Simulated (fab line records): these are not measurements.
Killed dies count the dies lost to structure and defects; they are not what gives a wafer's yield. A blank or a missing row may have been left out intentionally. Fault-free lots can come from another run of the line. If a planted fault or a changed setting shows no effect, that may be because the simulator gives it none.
Chamber matching -- flow nand_harc -- 4 sister chambers for NHARC_A_M1_CMP_23 on cmp-02
The step polishes, t overpolish 20 s, target thk 154.34 nm. 4 wafers are shown with their chamber, then 10 later ones without.

WAFERS WITH THEIR CHAMBER
wafer,chamber,motor_current_A (A)
L087.5,2,12.0
L086.2,3,9.8
L088.2,0,10.8
L088.4,1,12.8

WAFERS WHOSE CHAMBER IS MISSING
wafer,motor_current_A (A)
L088.6,10.0
L092.1,12.8
L092.3,9.7
L092.5,9.6
L094.3,9.9
L094.4,12.4
L094.6,12.3
L097.1,12.1
L097.2,9.9
L097.6,9.6

EACH ONE'S CHAMBER
wafer,from the rows above,in truth
L088.6,3,3
L092.1,1,1
L092.3,3,3
L092.5,3,3
L094.3,3,3
L094.4,can't be placed: 1 or 2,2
L094.6,can't be placed: 2 or 1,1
L097.1,2,2
L097.2,3,3
L097.6,3,3
Correct placement for 8 of the 10. From these rows, 2 cannot be placed; in 2 the true chamber is one of the candidates. 0 placed wrongly.
How it was worked out, from the rows above alone: a wafer's distance from a chamber is the root of the sum, over the readings, of the square of ((its reading less the chamber's mean) divided by the reading's scatter). If the next closest chamber is less than 2 further off than the closest, the wafer can't be placed; otherwise it belongs to the closest. A chamber's mean is the mean of its shown wafers. The scatter: with one shown wafer a chamber, the root of the mean of the squares of how far each hidden wafer lies from its nearest shown one.
